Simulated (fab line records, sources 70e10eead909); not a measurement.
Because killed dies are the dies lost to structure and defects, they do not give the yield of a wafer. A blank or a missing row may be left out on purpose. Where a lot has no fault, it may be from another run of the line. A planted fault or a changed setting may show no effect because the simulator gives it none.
What tool caused it? :: flow nandHarc :: 12 lots with 36 wafers sampled at 5 steps, on a route of 1159 steps

WHAT EACH GAUGE READ, for each wafer
NHARC_P_M0_THK_MEAS_24: measures by xrf. Usual: 118.1 nm for thkNm, sd 1.5.
lot: L125
measured: day 6 19:00
on: filmMetro-01
thkNm (nm): 117.7 119.2 120.3
flag: 

lot: L127
measured: day 6 19:27
on: filmMetro-01
thkNm (nm): 117.8 119.0 116.4
flag: 

lot: L126
measured: day 6 20:05
on: filmMetro-01
thkNm (nm): 120.0 121.4 117.8
flag: 

lot: L128
measured: day 6 20:10
on: filmMetro-02
thkNm (nm): 120.1 118.9 117.9
flag: 

lot: L130
measured: day 7 06:41
on: filmMetro-02
thkNm (nm): 118.4 118.3 118.4
flag: 

lot: L131
measured: day 7 11:27
on: filmMetro-02
thkNm (nm): 118.4 118.0 116.4
flag: 

lot: L132
measured: day 7 12:53
on: filmMetro-01
thkNm (nm): 118.3 117.0 120.0
flag: 

lot: L134
measured: day 8 12:12
on: filmMetro-01
thkNm (nm): 119.7 116.8 117.7
flag: 

lot: L137
measured: day 9 05:29
on: filmMetro-01
thkNm (nm): 118.7 120.2 117.1
flag: 

lot: L138
measured: day 9 18:09
on: filmMetro-02
thkNm (nm): 117.2 116.1 117.4
flag: 

lot: L140
measured: day 9 23:24
on: filmMetro-02
thkNm (nm): 119.2 118.5 116.2
flag: 

lot: L146
measured: day 11 13:31
on: filmMetro-01
thkNm (nm): 120.3 117.8 117.7
flag: 

NHARC_P_M1_THK_MEAS_24: measures by xrf. Usual: 158.2 nm for thkNm, sd 1.3.
lot: L125
measured: day 6 23:11
on: filmMetro-01
thkNm (nm): 156.7 157.4 159.2
flag: 

lot: L127
measured: day 6 23:38
on: filmMetro-01
thkNm (nm): 157.4 158.8 160.9
flag: 

lot: L126
measured: day 7 00:08
on: filmMetro-01
thkNm (nm): 159.2 158.2 159.1
flag: 

lot: L128
measured: day 7 00:27
on: filmMetro-02
thkNm (nm): 154.6 157.7 158.2
flag: 

lot: L130
measured: day 7 10:44
on: filmMetro-01
thkNm (nm): 158.4 159.5 158.7
flag: 

lot: L131
measured: day 7 15:43
on: filmMetro-02
thkNm (nm): 158.9 157.0 158.2
flag: 

lot: L132
measured: day 7 17:02
on: filmMetro-02
thkNm (nm): 158.9 156.1 158.0
flag: 

lot: L134
measured: day 9 01:11
on: filmMetro-02
thkNm (nm): 159.1 160.6 158.5
flag: 

lot: L137
measured: day 9 09:30
on: filmMetro-01
thkNm (nm): 158.6 155.8 158.1
flag: 

lot: L138
measured: day 9 22:20
on: filmMetro-01
thkNm (nm): 156.7 157.3 156.0
flag: 

lot: L140
measured: day 10 03:32
on: filmMetro-01
thkNm (nm): 157.6 157.3 159.9
flag: 

lot: L146
measured: day 11 17:44
on: filmMetro-02
thkNm (nm): 159.1 155.4 159.5
flag: 

NHARC_END_SORT_01. Usual: defectLimitedYield 95.2 %, standard deviation 1.6; killedAtArray 29, standard deviation 10; killedAtOther 0.7, standard deviation 1.1; killedAtPeriphery 3.2, standard deviation 2.2; killedDies 33, standard deviation 11; killedOpen 3.5, standard deviation 1.8; killedShort 2.0, standard deviation 1.4; sort_bin_2_pct 1.5 %, standard deviation 0.61; sort_bin_3_pct 0.29 %, standard deviation 0.22; sort_bin_4_pct 3.1 %, standard deviation 1.1; sortNPass 644, standard deviation 11; sortRimYieldPct 95 %, standard deviation 3.3; sortYieldPct 95.2 %, standard deviation 1.6.
lot: L125
measured: day 20 11:44
on: prober-02
defectLimitedYield (%): 97.5 96.6 96.6
killedAtArray: 14 20 17
killedAtOther: 0 0 1
killedAtPeriphery: 3 3 5
killedDies: 17 23 23
killedOpen: 3 5 2
killedShort: 1 5 1
sort_bin_2_pct (%): 1.0 1.0 0.7
sort_bin_3_pct (%): 0.15 0.44 0.15
sort_bin_4_pct (%): 1.3 1.9 2.5
sortNPass: 660 654 654
sortRimYieldPct (%): 95 98 100
sortYieldPct (%): 97.5 96.6 96.6
flag: 

lot: L127
measured: day 20 18:37
on: prober-01
defectLimitedYield (%): 95.6 96.3 95.9
killedAtArray: 24 23 25
killedAtOther: 0 0 1
killedAtPeriphery: 6 2 2
killedDies: 30 25 28
killedOpen: 6 3 0
killedShort: 4 1 3
sort_bin_2_pct (%): 0.9 1.9 1.5
sort_bin_3_pct (%): 0.15 0.15 0.30
sort_bin_4_pct (%): 3.4 1.6 2.4
sortNPass: 647 652 649
sortRimYieldPct (%): 95 94 99
sortYieldPct (%): 95.6 96.3 95.9
flag: 

lot: L126
measured: day 20 20:20
on: prober-02
defectLimitedYield (%): 93.5 94.1 93.4
killedAtArray: 36 38 41
killedAtOther: 1 0 0
killedAtPeriphery: 7 2 4
killedDies: 44 40 45
killedOpen: 6 3 2
killedShort: 3 1 1
sort_bin_2_pct (%): 2.1 1.9 2.2
sort_bin_3_pct (%): 0.30 0.44 0.30
sort_bin_4_pct (%): 4.1 3.5 4.1
sortNPass: 633 637 632
sortRimYieldPct (%): 94 94 97
sortYieldPct (%): 93.5 94.1 93.4
flag: 

lot: L128
measured: day 21 10:09
on: prober-01
defectLimitedYield (%): 95.6 93.5 96.3
killedAtArray: 29 40 23
killedAtOther: 0 0 0
killedAtPeriphery: 1 4 2
killedDies: 30 44 25
killedOpen: 3 4 4
killedShort: 0 4 1
sort_bin_2_pct (%): 1.6 1.9 0.9
sort_bin_3_pct (%): 0.30 0.59 0.30
sort_bin_4_pct (%): 2.5 4.0 2.5
sortNPass: 647 633 652
sortRimYieldPct (%): 98 93 95
sortYieldPct (%): 95.6 93.5 96.3
flag: 

lot: L130
measured: day 21 02:19
on: prober-01
defectLimitedYield (%): 96.3 95.9 93.2
killedAtArray: 23 23 37
killedAtOther: 0 0 0
killedAtPeriphery: 2 5 9
killedDies: 25 28 46
killedOpen: 2 3 6
killedShort: 1 1 0
sort_bin_2_pct (%): 0.7 1.3 1.2
sort_bin_3_pct (%): 0.59 0.59 0.44
sort_bin_4_pct (%): 2.4 2.2 5.2
sortNPass: 652 649 631
sortRimYieldPct (%): 99 90 96
sortYieldPct (%): 96.3 95.9 93.2
flag: 

lot: L131
measured: day 21 18:05
on: prober-01
defectLimitedYield (%): 95.4 94.4 95.4
killedAtArray: 24 35 26
killedAtOther: 3 2 1
killedAtPeriphery: 4 1 4
killedDies: 31 38 31
killedOpen: 5 2 6
killedShort: 0 4 4
sort_bin_2_pct (%): 1.9 1.6 1.2
sort_bin_3_pct (%): 0.15 0.44 0.15
sort_bin_4_pct (%): 2.5 3.5 3.2
sortNPass: 646 639 646
sortRimYieldPct (%): 89 94 94
sortYieldPct (%): 95.4 94.4 95.4
flag: 

lot: L132
measured: day 21 02:30
on: prober-02
defectLimitedYield (%): 97.5 95.9 96.5
killedAtArray: 15 26 23
killedAtOther: 0 0 1
killedAtPeriphery: 2 2 0
killedDies: 17 28 24
killedOpen: 4 2 2
killedShort: 0 1 0
sort_bin_2_pct (%): 0.7 1.3 0.9
sort_bin_3_pct (%): 0.15 0.44 0.30
sort_bin_4_pct (%): 1.6 2.4 2.4
sortNPass: 660 649 653
sortRimYieldPct (%): 98 98 98
sortYieldPct (%): 97.5 95.9 96.5
flag: 

lot: L134
measured: day 22 09:40
on: prober-01
defectLimitedYield (%): 95.9 97.0 95.1
killedAtArray: 13 8 22
killedAtOther: 0 0 1
killedAtPeriphery: 15 12 10
killedDies: 28 20 33
killedOpen: 2 2 4
killedShort: 2 0 3
sort_bin_2_pct (%): 1.6 1.9 1.5
sort_bin_3_pct (%): 0.44 0 0.74
sort_bin_4_pct (%): 2.1 1.0 2.7
sortNPass: 649 657 644
sortRimYieldPct (%): 91 95 98
sortYieldPct (%): 95.9 97.0 95.1
flag: OFF

lot: L137
measured: day 22 02:04
on: prober-02
defectLimitedYield (%): 92.9 88.2 93.8
killedAtArray: 42 54 37
killedAtOther: 0 0 0
killedAtPeriphery: 6 26 5
killedDies: 48 80 42
killedOpen: 3 0 2
killedShort: 5 3 2
sort_bin_2_pct (%): 2.1 5.8 2.1
sort_bin_3_pct (%): 0 0.44 0.15
sort_bin_4_pct (%): 5.0 5.6 4.0
sortNPass: 629 597 635
sortRimYieldPct (%): 85 81 90
sortYieldPct (%): 92.9 88.2 93.8
flag: OFF

lot: L138
measured: day 23 06:19
on: prober-02
defectLimitedYield (%): 95.7 97.3 96.9
killedAtArray: 26 18 19
killedAtOther: 0 0 1
killedAtPeriphery: 3 0 1
killedDies: 29 18 21
killedOpen: 3 2 3
killedShort: 4 1 1
sort_bin_2_pct (%): 1.6 0.9 0.7
sort_bin_3_pct (%): 0 0.15 0.15
sort_bin_4_pct (%): 2.7 1.6 2.2
sortNPass: 648 659 656
sortRimYieldPct (%): 99 99 91
sortYieldPct (%): 95.7 97.3 96.9
flag: 

lot: L140
measured: day 23 14:08
on: prober-02
defectLimitedYield (%): 94.2 93.6 92.8
killedAtArray: 38 39 42
killedAtOther: 0 0 0
killedAtPeriphery: 1 4 7
killedDies: 39 43 49
killedOpen: 2 1 9
killedShort: 0 1 2
sort_bin_2_pct (%): 1.9 1.8 2.7
sort_bin_3_pct (%): 0 0.15 0.30
sort_bin_4_pct (%): 3.8 4.4 4.3
sortNPass: 638 634 628
sortRimYieldPct (%): 99 91 92
sortYieldPct (%): 94.2 93.6 92.8
flag: 

lot: L146
measured: day 24 22:14
on: prober-02
defectLimitedYield (%): 93.6 92.9 96.2
killedAtArray: 41 43 25
killedAtOther: 0 2 0
killedAtPeriphery: 2 3 1
killedDies: 43 48 26
killedOpen: 3 2 2
killedShort: 2 2 1
sort_bin_2_pct (%): 1.2 2.1 1.5
sort_bin_3_pct (%): 0.44 0 0.44
sort_bin_4_pct (%): 4.7 5.0 1.9
sortNPass: 634 629 651
sortRimYieldPct (%): 91 90 90
sortYieldPct (%): 93.6 92.9 96.2
flag: 

WHAT TOOL EACH LOT RAN ON (gives the tool, then ch and the chambers of the sampled wafers, and finally the start)
lot: L125
NHARC_P_M0_DEP_32: pecvd-04 ch 0,1,2, day 6 19:21
NHARC_P_M1_ETCH_28: rieDiel-04 ch 0,1,2, day 6 21:23

lot: L127
NHARC_P_M0_DEP_32: pecvd-01 ch 1,2, day 6 19:47
NHARC_P_M1_ETCH_28: rieDiel-04 ch 1,2, day 6 21:50

lot: L126
NHARC_P_M0_DEP_32: pecvd-02 ch 0,1,2, day 6 20:26
NHARC_P_M1_ETCH_28: rieDiel-04 ch 1,2, day 6 22:21

lot: L128
NHARC_P_M0_DEP_32: pecvd-01 ch 0,1,2, day 6 20:34
NHARC_P_M1_ETCH_28: rieDiel-10 ch 0,1,3, day 6 22:39

lot: L130
NHARC_P_M0_DEP_32: pecvd-04 ch 0,1,2, day 7 06:59
NHARC_P_M1_ETCH_28: rieDiel-06 ch 0,2,3, day 7 08:56

lot: L131
NHARC_P_M0_DEP_32: pecvd-01 ch 0,2, day 7 11:46
NHARC_P_M1_ETCH_28: rieDiel-10 ch 0,1,2, day 7 13:49

lot: L132
NHARC_P_M0_DEP_32: pecvd-04 ch 1,2, day 7 13:11
NHARC_P_M1_ETCH_28: rieDiel-06 ch 0,1, day 7 15:14

lot: L134
NHARC_P_M0_DEP_32: pecvd-02 ch 1,2, day 8 12:44
NHARC_P_M1_ETCH_28: rieDiel-06 ch 0,1,2, day 8 23:23

lot: L137
NHARC_P_M0_DEP_32: pecvd-01 ch 1,2, day 9 05:50
NHARC_P_M1_ETCH_28: rieDiel-06 ch 0,2,3, day 9 07:44

lot: L138
NHARC_P_M0_DEP_32: pecvd-02 ch 0,1, day 9 18:30
NHARC_P_M1_ETCH_28: rieDiel-04 ch 0,1,3, day 9 20:31

lot: L140
NHARC_P_M0_DEP_32: pecvd-02 ch 0,1,2, day 9 23:42
NHARC_P_M1_ETCH_28: rieDiel-10 ch 2,3, day 10 01:44

lot: L146
NHARC_P_M0_DEP_32: pecvd-04 ch 0,1, day 11 13:52
NHARC_P_M1_ETCH_28: rieDiel-04 ch 0,2,3, day 11 15:56
- NHARC_P_M0_DEP_32: deposits SiCN, target thk 30 nm.
- NHARC_P_M1_ETCH_28: etches the open film in CF4/N2, target depth 30 nm, time 72.99 s.

WHAT THE TOOLS THEMSELVES READ (means of the sampled wafers that have a number; where no wafer has one, the mark that the record gives instead)
NHARC_P_M0_DEP_32. Usual: chamberPressureTorr 2.999 Torr, standard deviation 0.0074; heaterPowerW 569 W, standard deviation 84.
lot: L125
tool: pecvd-04
chamberPressureTorr (Torr): 3.004
heaterPowerW (W): 481
flag: 

lot: L127
tool: pecvd-01
chamberPressureTorr (Torr): 2.996
heaterPowerW (W): 486
flag: 

lot: L126
tool: pecvd-02
chamberPressureTorr (Torr): 3.002
heaterPowerW (W): 629
flag: 

lot: L128
tool: pecvd-01
chamberPressureTorr (Torr): 2.993
heaterPowerW (W): 531
flag: 

lot: L130
tool: pecvd-04
chamberPressureTorr (Torr): 3.000
heaterPowerW (W): 536
flag: 

lot: L131
tool: pecvd-01
chamberPressureTorr (Torr): 2.993
heaterPowerW (W): 612
flag: 

lot: L132
tool: pecvd-04
chamberPressureTorr (Torr): 3.002
heaterPowerW (W): 470
flag: 

lot: L134
tool: pecvd-02
chamberPressureTorr (Torr): 3.000
heaterPowerW (W): 553
flag: 

lot: L137
tool: pecvd-01
chamberPressureTorr (Torr): 3.001
heaterPowerW (W): 478
flag: 

lot: L138
tool: pecvd-02
chamberPressureTorr (Torr): 3.002
heaterPowerW (W): 681
flag: 

lot: L140
tool: pecvd-02
chamberPressureTorr (Torr): 3.003
heaterPowerW (W): 617
flag: 

lot: L146
tool: pecvd-04
chamberPressureTorr (Torr): 3.003
heaterPowerW (W): 460
flag: 

NHARC_P_M1_ETCH_28. Usual: drypumpMotorCurrentA 5.6 A, standard deviation 0.49; oesProductAu 0.996 a.u., standard deviation 0.011; rfVppV 314.0 V, standard deviation 2.1; showerheadPlenumPTorr 2.62 Torr, standard deviation 0.12; throttleValvePct 19.795 %, standard deviation 0.01.
lot: L125
tool: rieDiel-04
drypumpMotorCurrentA (A): 5.7
oesProductAu (a.u.): 1.007
rfVppV (V): 314.8
showerheadPlenumPTorr (Torr): 2.63
throttleValvePct (%): 19.797
flag: 

lot: L127
tool: rieDiel-04
drypumpMotorCurrentA (A): 5.9
oesProductAu (a.u.): 1.006
rfVppV (V): 312.8
showerheadPlenumPTorr (Torr): 2.54
throttleValvePct (%): 19.799
flag: 

lot: L126
tool: rieDiel-04
drypumpMotorCurrentA (A): 5.9
oesProductAu (a.u.): 0.997
rfVppV (V): 313.2
showerheadPlenumPTorr (Torr): 2.54
throttleValvePct (%): 19.799
flag: 

lot: L128
tool: rieDiel-10
drypumpMotorCurrentA (A): 5.5
oesProductAu (a.u.): 0.993
rfVppV (V): 314.8
showerheadPlenumPTorr (Torr): 2.65
throttleValvePct (%): 19.792
flag: 

lot: L130
tool: rieDiel-06
drypumpMotorCurrentA (A): 5.4
oesProductAu (a.u.): 0.989
rfVppV (V): 314.3
showerheadPlenumPTorr (Torr): 2.61
throttleValvePct (%): 19.797
flag: 

lot: L131
tool: rieDiel-10
drypumpMotorCurrentA (A): 5.2
oesProductAu (a.u.): 0.987
rfVppV (V): 315.2
showerheadPlenumPTorr (Torr): 2.70
throttleValvePct (%): 19.786
flag: 

lot: L132
tool: rieDiel-06
drypumpMotorCurrentA (A): 6.1
oesProductAu (a.u.): 1.003
rfVppV (V): 312.6
showerheadPlenumPTorr (Torr): 2.51
throttleValvePct (%): 19.785
flag: 

lot: L134
tool: rieDiel-06
drypumpMotorCurrentA (A): 6.0
oesProductAu (a.u.): 0.830
rfVppV (V): 312.6
showerheadPlenumPTorr (Torr): 2.52
throttleValvePct (%): 19.785
flag: OFF

lot: L137
tool: rieDiel-06
drypumpMotorCurrentA (A): 5.4
oesProductAu (a.u.): 0.827
rfVppV (V): 314.2
showerheadPlenumPTorr (Torr): 2.61
throttleValvePct (%): 19.795
flag: OFF

lot: L138
tool: rieDiel-04
drypumpMotorCurrentA (A): 5.6
oesProductAu (a.u.): 0.998
rfVppV (V): 314.1
showerheadPlenumPTorr (Torr): 2.64
throttleValvePct (%): 19.790
flag: 

lot: L140
tool: rieDiel-10
drypumpMotorCurrentA (A): 6.0
oesProductAu (a.u.): 0.986
rfVppV (V): 316.2
showerheadPlenumPTorr (Torr): 2.74
throttleValvePct (%): 19.796
flag: 

lot: L146
tool: rieDiel-04
drypumpMotorCurrentA (A): 5.5
oesProductAu (a.u.): 1.004
rfVppV (V): 315.1
showerheadPlenumPTorr (Torr): 2.64
throttleValvePct (%): 19.794
flag: 

THE ANSWER, worked out from the rows above alone
Rule: a lot is off if the mean of its wafers that have a number lies more than 3 standard deviations from the usual mean. Also off: a lot with no number at a reading for which 4 or more lots have one. All remaining lots with rows at the step are treated as sound. After the gauges, taken in route order, come the tools' own readings; for these a lot's mean is taken, as printed above. At the first step where some lot is off, the reading lying furthest off is the one used; lots without a number count as furthest.
Off: L134, L137 (NHARC_END_SORT_01, killedAtPeriphery).
If a tool, at a process step before that reading, ran all the lots that are off and no sound lot after the first of them, it fits. The gauges at NHARC_END_SORT_01 aren't tried: what is off there is off at NHARC_P_M1_ETCH_28 too, on other tools, and a gauge's error can't cause that. One candidate fits, namely rieDiel-06 at NHARC_P_M1_ETCH_28. A fault onset in the window from L132 (day 7 15:14, its last sound lot) to L134 (day 8 23:23, its first lot off) fits.
The tool's own readings at NHARC_P_M1_ETCH_28 bear it out: on the lots that are off they differ by more than 5 times the standard deviation of the sound lots' means. oesProductAu reads 0.829 a.u. there against 0.997 a.u. on the sound lots.

WHAT WAS PUT IN BY THE SIMULATOR
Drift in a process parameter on rieDiel-06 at NHARC_P_M1_ETCH_28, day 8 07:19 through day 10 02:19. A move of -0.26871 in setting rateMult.
Shown lots that were struck: L134, L137. The rule above reached the same finding.
